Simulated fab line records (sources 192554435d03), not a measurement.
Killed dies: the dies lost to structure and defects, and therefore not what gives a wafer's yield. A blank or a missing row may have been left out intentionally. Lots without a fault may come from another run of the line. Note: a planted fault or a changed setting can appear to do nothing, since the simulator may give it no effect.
Which of the tools did it? || flow n5 finfet || Sampling: 9 lots, 27 wafers, 6 of 1938 route steps

## WHAT THE GAUGES SHOWED, per wafer
N5_STI_FIN_REVEAL_THK_MEAS_05. Usual: thk nm 132.1 nm, standard deviation 1.2.
{"lot": "L415", "measured": "day 2 09:59", "on": "film metro-02", "thk nm (nm)": "133.2 131.3 133.0", "flag": ""}
{"lot": "L416", "measured": "day 2 15:33", "on": "film metro-01", "thk nm (nm)": "132.6 132.8 133.5", "flag": ""}
{"lot": "L418", "measured": "day 3 04:41", "on": "film metro-02", "thk nm (nm)": "132.8 133.9 134.0", "flag": ""}
{"lot": "L419", "measured": "day 3 12:32", "on": "film metro-02", "thk nm (nm)": "129.6 130.6 130.4", "flag": ""}
{"lot": "L423", "measured": "day 4 10:43", "on": "film metro-01", "thk nm (nm)": "131.7 133.4 133.5", "flag": ""}
{"lot": "L425", "measured": "day 4 23:16", "on": "film metro-02", "thk nm (nm)": "131.3 131.1 131.5", "flag": ""}
{"lot": "L428", "measured": "day 5 17:17", "on": "film metro-02", "thk nm (nm)": "133.6 132.5 131.7", "flag": ""}
{"lot": "L429", "measured": "day 5 22:24", "on": "film metro-01", "thk nm (nm)": "131.2 131.0 132.5", "flag": ""}
{"lot": "L438", "measured": "day 8 03:23", "on": "film metro-02", "thk nm (nm)": "133.3 132.9 134.2", "flag": ""}

N5_STI_FIN_REVEAL_FIN_H_MEAS_10. Usual: trench depth nm 51.8 nm, standard deviation 0.67.
{"lot": "L415", "measured": "day 2 13:11", "on": "ocd-01", "trench depth nm (nm)": "51.8 52.1 52.5", "flag": ""}
{"lot": "L416", "measured": "day 2 18:46", "on": "ocd-02", "trench depth nm (nm)": "52.4 52.4 52.1", "flag": ""}
{"lot": "L418", "measured": "day 3 08:15", "on": "ocd-01", "trench depth nm (nm)": "51.3 51.2 52.0", "flag": ""}
{"lot": "L419", "measured": "day 3 15:51", "on": "ocd-01", "trench depth nm (nm)": "51.7 52.3 52.3", "flag": ""}
{"lot": "L423", "measured": "day 4 13:57", "on": "ocd-02", "trench depth nm (nm)": "53.1 52.6 52.4", "flag": ""}
{"lot": "L425", "measured": "day 5 02:30", "on": "ocd-01", "trench depth nm (nm)": "51.0 50.7 49.7", "flag": ""}
{"lot": "L428", "measured": "day 5 20:36", "on": "ocd-01", "trench depth nm (nm)": "47.6 46.5 47.2", "flag": "OFF"}
{"lot": "L429", "measured": "day 6 01:39", "on": "ocd-01", "trench depth nm (nm)": "45.8 45.9 45.3", "flag": "OFF"}
{"lot": "L438", "measured": "day 8 06:35", "on": "ocd-02", "trench depth nm (nm)": "51.3 51.6 52.2", "flag": ""}

N5_BEOL_M4_RC_MEAS_101. Usual: DIBL_N 36.4 mV/V, standard deviation 1.5; DIBL_P 36.6 mV/V, standard deviation 1.9; IOFF_N 0.155 nA/um, standard deviation 0.021; IOFF_N_85C 3.0 nA/um, standard deviation 0.35; IOFF_N_LIN 0.072 nA/um, standard deviation 0.0082; IOFF_P 0.211 nA/um, standard deviation 0.028; IOFF_P_85C 3.6 nA/um, standard deviation 0.4; ION_N 671 uA/um, standard deviation 8.6; ION_P 462 uA/um, standard deviation 5.8; SS_N 71.5 mV/dec, standard deviation 0.5; SS_P 73.4 mV/dec, standard deviation 0.58; VT_N 250.1 mV, standard deviation 2.4; VT_P -250.1 mV, standard deviation 3.
{"lot": "L415", "measured": "day 7 23:52", "on": "prober-02", "DIBL_N (mV/V)": "35.7 35.3 35.8", "DIBL_P (mV/V)": "35.0 35.4 34.5", "IOFF_N (nA/um)": "0.134 0.138 0.142", "IOFF_N_85C (nA/um)": "2.7 2.8 2.9", "IOFF_N_LIN (nA/um)": "0.065 0.067 0.069", "IOFF_P (nA/um)": "0.193 0.200 0.189", "IOFF_P_85C (nA/um)": "3.4 3.5 3.3", "ION_N (uA/um)": "674 667 685", "ION_P (uA/um)": "457 464 461", "SS_N (mV/dec)": "71.2 71.4 71.5", "SS_P (mV/dec)": "72.5 72.0 72.8", "VT_N (mV)": "250.6 248.9 250.2", "VT_P (mV)": "-250.8 -251.9 -252.8", "flag": ""}
{"lot": "L416", "measured": "day 8 08:29", "on": "prober-01", "DIBL_N (mV/V)": "35.7 36.7 35.8", "DIBL_P (mV/V)": "35.7 36.6 35.5", "IOFF_N (nA/um)": "0.152 0.157 0.149", "IOFF_N_85C (nA/um)": "2.9 3.0 2.9", "IOFF_N_LIN (nA/um)": "0.071 0.074 0.069", "IOFF_P (nA/um)": "0.207 0.215 0.198", "IOFF_P_85C (nA/um)": "3.6 3.7 3.5", "ION_N (uA/um)": "677 676 664", "ION_P (uA/um)": "464 468 460", "SS_N (mV/dec)": "71.3 71.8 71.7", "SS_P (mV/dec)": "73.3 73.8 74.5", "VT_N (mV)": "249.9 249.4 251.1", "VT_P (mV)": "-250.3 -251.7 -249.5", "flag": ""}
{"lot": "L418", "measured": "day 8 18:28", "on": "prober-01", "DIBL_N (mV/V)": "37.2 38.2 34.9", "DIBL_P (mV/V)": "39.2 39.4 36.1", "IOFF_N (nA/um)": "0.161 0.176 0.127", "IOFF_N_85C (nA/um)": "3.1 3.3 2.6", "IOFF_N_LIN (nA/um)": "0.074 0.078 0.061", "IOFF_P (nA/um)": "0.217 0.220 0.173", "IOFF_P_85C (nA/um)": "3.7 3.7 3.0", "ION_N (uA/um)": "673 674 660", "ION_P (uA/um)": "462 460 453", "SS_N (mV/dec)": "71.3 72.0 71.1", "SS_P (mV/dec)": "73.6 73.9 72.8", "VT_N (mV)": "252.4 250.6 256.3", "VT_P (mV)": "-251.4 -250.6 -252.3", "flag": ""}
{"lot": "L419", "measured": "day 8 18:59", "on": "prober-02", "DIBL_N (mV/V)": "35.9 34.8 36.2", "DIBL_P (mV/V)": "35.7 34.6 35.7", "IOFF_N (nA/um)": "0.146 0.130 0.145", "IOFF_N_85C (nA/um)": "2.9 2.6 2.9", "IOFF_N_LIN (nA/um)": "0.068 0.063 0.069", "IOFF_P (nA/um)": "0.173 0.158 0.171", "IOFF_P_85C (nA/um)": "3.1 2.9 3.1", "ION_N (uA/um)": "668 665 664", "ION_P (uA/um)": "450 448 456", "SS_N (mV/dec)": "71.1 70.9 70.9", "SS_P (mV/dec)": "73.6 73.4 73.4", "VT_N (mV)": "250.3 251.9 248.6", "VT_P (mV)": "-254.6 -256.9 -255.1", "flag": ""}
{"lot": "L423", "measured": "day 9 22:48", "on": "prober-01", "DIBL_N (mV/V)": "35.8 37.2 34.7", "DIBL_P (mV/V)": "36.1 38.0 35.6", "IOFF_N (nA/um)": "0.159 0.187 0.134", "IOFF_N_85C (nA/um)": "3.1 3.5 2.7", "IOFF_N_LIN (nA/um)": "0.075 0.085 0.065", "IOFF_P (nA/um)": "0.205 0.236 0.195", "IOFF_P_85C (nA/um)": "3.5 4.0 3.4", "ION_N (uA/um)": "677 683 658", "ION_P (uA/um)": "461 462 456", "SS_N (mV/dec)": "71.3 71.7 70.5", "SS_P (mV/dec)": "73.3 73.5 73.3", "VT_N (mV)": "249.3 245.6 251.4", "VT_P (mV)": "-251.5 -248.7 -252.2", "flag": ""}
{"lot": "L425", "measured": "day 10 14:41", "on": "prober-02", "DIBL_N (mV/V)": "35.1 34.4 33.7", "DIBL_P (mV/V)": "37.2 36.2 35.3", "IOFF_N (nA/um)": "0.155 0.144 0.133", "IOFF_N_85C (nA/um)": "3.1 3.0 2.7", "IOFF_N_LIN (nA/um)": "0.073 0.070 0.063", "IOFF_P (nA/um)": "0.237 0.221 0.204", "IOFF_P_85C (nA/um)": "3.9 3.7 3.5", "ION_N (uA/um)": "672 669 662", "ION_P (uA/um)": "468 458 461", "SS_N (mV/dec)": "71.5 71.2 71.7", "SS_P (mV/dec)": "73.1 73.0 72.8", "VT_N (mV)": "249.5 250.6 252.6", "VT_P (mV)": "-246.7 -246.5 -252.6", "flag": ""}
{"lot": "L428", "measured": "day 11 04:31", "on": "prober-01", "DIBL_N (mV/V)": "48.2 48.2 48.5", "DIBL_P (mV/V)": "40.3 37.9 39.7", "IOFF_N (nA/um)": "0.894 0.813 0.922", "IOFF_N_85C (nA/um)": "13.2 12.0 13.3", "IOFF_N_LIN (nA/um)": "0.094 0.083 0.097", "IOFF_P (nA/um)": "0.416 0.297 0.351", "IOFF_P_85C (nA/um)": "6.4 4.8 5.6", "ION_N (uA/um)": "622 621 624", "ION_P (uA/um)": "427 423 427", "SS_N (mV/dec)": "86.5 87.4 87.5", "SS_P (mV/dec)": "77.8 75.6 76.0", "VT_N (mV)": "250.5 254.3 247.8", "VT_P (mV)": "-250.2 -251.4 -250.1", "flag": "OFF"}
{"lot": "L429", "measured": "day 11 04:29", "on": "prober-02", "DIBL_N (mV/V)": "48.2 46.2 50.2", "DIBL_P (mV/V)": "42.8 38.9 39.3", "IOFF_N (nA/um)": "0.974 0.755 1.287", "IOFF_N_85C (nA/um)": "14.2 11.5 18.2", "IOFF_N_LIN (nA/um)": "0.109 0.097 0.097", "IOFF_P (nA/um)": "0.672 0.364 0.469", "IOFF_P_85C (nA/um)": "9.6 5.8 7.1", "ION_N (uA/um)": "626 622 609", "ION_P (uA/um)": "426 426 421", "SS_N (mV/dec)": "85.2 84.3 93.4", "SS_P (mV/dec)": "80.9 77.0 79.0", "VT_N (mV)": "246.9 248.8 252.6", "VT_P (mV)": "-247.7 -249.2 -251.6", "flag": "OFF"}
{"lot": "L438", "measured": "day 13 20:34", "on": "prober-02", "DIBL_N (mV/V)": "37.5 36.8 38.2", "DIBL_P (mV/V)": "37.3 37.3 38.1", "IOFF_N (nA/um)": "0.160 0.155 0.175", "IOFF_N_85C (nA/um)": "3.2 3.1 3.5", "IOFF_N_LIN (nA/um)": "0.075 0.075 0.081", "IOFF_P (nA/um)": "0.168 0.173 0.183", "IOFF_P_85C (nA/um)": "3.1 3.2 3.3", "ION_N (uA/um)": "675 675 691", "ION_P (uA/um)": "452 458 461", "SS_N (mV/dec)": "72.1 70.9 71.8", "SS_P (mV/dec)": "73.6 73.6 73.1", "VT_N (mV)": "248.8 248.2 247.3", "VT_P (mV)": "-257.4 -256.5 -256.1", "flag": ""}

## WHAT TOOL EACH LOT RAN ON (gives the tool, then ch and the chambers of the sampled wafers, and finally the start)
{"lot": "L415", "N5_FIN_CUT_CUT_ETCH_15": "rie si-05 ch 0,1,2, day 2 04:07", "N5_STI_FIN_REVEAL_RECESS_09": "vapor etch-01 ch 0,1, day 2 10:29", "N5_DUMMY_GATE_CMP_04": "cmp-02 ch 0,1,2, day 2 18:08"}
{"lot": "L416", "N5_FIN_CUT_CUT_ETCH_15": "rie si-05 ch 0,1,3, day 2 09:26", "N5_STI_FIN_REVEAL_RECESS_09": "vapor etch-01 ch 0,1, day 2 16:02", "N5_DUMMY_GATE_CMP_04": "cmp-03 ch 0,2,3, day 2 22:52"}
{"lot": "L418", "N5_FIN_CUT_CUT_ETCH_15": "rie si-01 ch 0,3, day 2 21:56", "N5_STI_FIN_REVEAL_RECESS_09": "vapor etch-01 ch 0,1, day 3 05:11", "N5_DUMMY_GATE_CMP_04": "cmp-03 ch 0,1,2, day 3 12:31"}
{"lot": "L419", "N5_FIN_CUT_CUT_ETCH_15": "rie si-03 ch 0,2,3, day 3 05:09", "N5_STI_FIN_REVEAL_RECESS_09": "vapor etch-02 ch 0,1, day 3 13:07", "N5_DUMMY_GATE_CMP_04": "cmp-04 ch 0,1,2, day 3 19:53"}
{"lot": "L423", "N5_FIN_CUT_CUT_ETCH_15": "rie si-03 ch 0,1,3, day 4 05:00", "N5_STI_FIN_REVEAL_RECESS_09": "vapor etch-02 ch 0,1, day 4 11:15", "N5_DUMMY_GATE_CMP_04": "cmp-04 ch 1,2,3, day 4 18:02"}
{"lot": "L425", "N5_FIN_CUT_CUT_ETCH_15": "rie si-01 ch 1,2, day 4 17:33", "N5_STI_FIN_REVEAL_RECESS_09": "vapor etch-01 ch 0,1, day 4 23:46", "N5_DUMMY_GATE_CMP_04": "cmp-02 ch 2,3, day 5 06:53"}
{"lot": "L428", "N5_FIN_CUT_CUT_ETCH_15": "rie si-03 ch 0,2,3, day 5 11:34", "N5_STI_FIN_REVEAL_RECESS_09": "vapor etch-02 ch 0,1, day 5 18:26", "N5_DUMMY_GATE_CMP_04": "cmp-04 ch 1,2,3, day 6 00:41"}
{"lot": "L429", "N5_FIN_CUT_CUT_ETCH_15": "rie si-03 ch 1,2,3, day 5 16:41", "N5_STI_FIN_REVEAL_RECESS_09": "vapor etch-02 ch 0,1, day 5 22:55", "N5_DUMMY_GATE_CMP_04": "cmp-03 ch 0,1,3, day 6 05:43"}
{"lot": "L438", "N5_FIN_CUT_CUT_ETCH_15": "rie si-03 ch 0,2, day 7 21:37", "N5_STI_FIN_REVEAL_RECESS_09": "vapor etch-01 ch 0,1, day 8 04:24", "N5_DUMMY_GATE_CMP_04": "cmp-04 ch 1,3, day 8 11:19"}
- N5_FIN_CUT_CUT_ETCH_15: etches Si in HBr/Cl2/O2, target depth 100 nm, bt time 10 s, time 42.4 s.
- N5_STI_FIN_REVEAL_RECESS_09: chemistry HF/NH3, target SiO2, afs cycles 11, target depth 42.5 nm, sublimation time 60 s.
- N5_DUMMY_GATE_CMP_04: polishes a-Si.

## AS READ BY THE TOOLS THEMSELVES (means over the sampled wafers that have a number; for cases with no such wafer, the mark the record gives instead)
N5_FIN_CUT_CUT_ETCH_15. Usual: drypump motor current A 5.7 A, standard deviation 0.43; oes product au 1.000 a.u., standard deviation 0.012; throttle valve pct 37.1 %, standard deviation 0.31.
{"lot": "L415", "tool": "rie si-05", "drypump motor current A (A)": 5.7, "oes product au (a.u.)": 0.993, "throttle valve pct (%)": 37.0, "flag": ""}
{"lot": "L416", "tool": "rie si-05", "drypump motor current A (A)": 6.2, "oes product au (a.u.)": 0.995, "throttle valve pct (%)": 37.1, "flag": ""}
{"lot": "L418", "tool": "rie si-01", "drypump motor current A (A)": 5.5, "oes product au (a.u.)": 1.007, "throttle valve pct (%)": 37.0, "flag": ""}
{"lot": "L419", "tool": "rie si-03", "drypump motor current A (A)": 5.4, "oes product au (a.u.)": 1.005, "throttle valve pct (%)": 37.2, "flag": ""}
{"lot": "L423", "tool": "rie si-03", "drypump motor current A (A)": 5.5, "oes product au (a.u.)": 0.991, "throttle valve pct (%)": 37.3, "flag": ""}
{"lot": "L425", "tool": "rie si-01", "drypump motor current A (A)": 6.0, "oes product au (a.u.)": 1.004, "throttle valve pct (%)": 37.2, "flag": ""}
{"lot": "L428", "tool": "rie si-03", "drypump motor current A (A)": 5.4, "oes product au (a.u.)": 1.005, "throttle valve pct (%)": 37.2, "flag": ""}
{"lot": "L429", "tool": "rie si-03", "drypump motor current A (A)": 5.4, "oes product au (a.u.)": 1.008, "throttle valve pct (%)": 37.0, "flag": ""}
{"lot": "L438", "tool": "rie si-03", "drypump motor current A (A)": 5.4, "oes product au (a.u.)": 1.012, "throttle valve pct (%)": 37.0, "flag": ""}

N5_STI_FIN_REVEAL_RECESS_09. Usual: drypump motor current A 5.7 A, standard deviation 0.33; temp c 30.01 C, standard deviation 0.11.
{"lot": "L415", "tool": "vapor etch-01", "drypump motor current A (A)": 6.1, "temp c (C)": 30.05, "flag": ""}
{"lot": "L416", "tool": "vapor etch-01", "drypump motor current A (A)": 5.9, "temp c (C)": 30.05, "flag": ""}
{"lot": "L418", "tool": "vapor etch-01", "drypump motor current A (A)": 6.1, "temp c (C)": 30.05, "flag": ""}
{"lot": "L419", "tool": "vapor etch-02", "drypump motor current A (A)": 5.5, "temp c (C)": 30.11, "flag": ""}
{"lot": "L423", "tool": "vapor etch-02", "drypump motor current A (A)": 5.5, "temp c (C)": 29.98, "flag": ""}
{"lot": "L425", "tool": "vapor etch-01", "drypump motor current A (A)": 6.1, "temp c (C)": 30.00, "flag": ""}
{"lot": "L428", "tool": "vapor etch-02", "drypump motor current A (A)": 5.5, "temp c (C)": 30.03, "flag": ""}
{"lot": "L429", "tool": "vapor etch-02", "drypump motor current A (A)": 5.5, "temp c (C)": 29.98, "flag": ""}
{"lot": "L438", "tool": "vapor etch-01", "drypump motor current A (A)": 6.2, "temp c (C)": 30.08, "flag": ""}

N5_DUMMY_GATE_CMP_04. Usual: motor current A 10.0 A, standard deviation 0.96; time to endpoint s 14.2 s, standard deviation 2.1.
{"lot": "L415", "tool": "cmp-02", "motor current A (A)": 10.3, "time to endpoint s (s)": 16.1, "flag": ""}
{"lot": "L416", "tool": "cmp-03", "motor current A (A)": 10.1, "time to endpoint s (s)": 14.9, "flag": ""}
{"lot": "L418", "tool": "cmp-03", "motor current A (A)": 9.7, "time to endpoint s (s)": 11.0, "flag": ""}
{"lot": "L419", "tool": "cmp-04", "motor current A (A)": 9.9, "time to endpoint s (s)": 10.9, "flag": ""}
{"lot": "L423", "tool": "cmp-04", "motor current A (A)": 10.1, "time to endpoint s (s)": 13.7, "flag": ""}
{"lot": "L425", "tool": "cmp-02", "motor current A (A)": 10.1, "time to endpoint s (s)": 14.8, "flag": ""}
{"lot": "L428", "tool": "cmp-04", "motor current A (A)": 9.6, "time to endpoint s (s)": 13.9, "flag": ""}
{"lot": "L429", "tool": "cmp-03", "motor current A (A)": 9.2, "time to endpoint s (s)": 15.7, "flag": ""}
{"lot": "L438", "tool": "cmp-04", "motor current A (A)": 8.7, "time to endpoint s (s)": 14.5, "flag": ""}

## THE ANSWER, worked out from the rows above alone
Rule: take the mean of a lot's wafers that have a number; if it is more than 3 standard deviations from the usual mean, the lot is off. Also off: a lot with no number at a reading for which 4 or more lots have one. All remaining lots with rows at the step are treated as sound. After the gauges, taken in route order, come the tools' own readings; for these a lot's mean is taken, as printed above. The first step at which some lot is off is used, and at that step the reading that is off furthest; a lot without a number counts as furthest.
Off: L428, L429 (N5_STI_FIN_REVEAL_FIN_H_MEAS_10, trench depth nm).
If a tool, at a process step before that reading, ran all the lots that are off and no sound lot after the first of them, it fits. Not tried: the gauges at N5_STI_FIN_REVEAL_FIN_H_MEAS_10; whatever is off there is also off at N5_BEOL_M4_RC_MEAS_101, on other tools, and gauge error can't account for it. One candidate fits, namely vapor etch-02 at N5_STI_FIN_REVEAL_RECESS_09. A fault onset in the window from L423 (day 4 11:15, its last sound lot) to L428 (day 5 18:26, its first lot off) fits.

## WHAT THE SIMULATOR PUT IN
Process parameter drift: vapor etch-02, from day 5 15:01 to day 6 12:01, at N5_STI_FIN_REVEAL_RECESS_09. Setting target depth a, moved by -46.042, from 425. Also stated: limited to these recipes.
Lots struck among those shown: L428, L429. Same finding as the rule above.
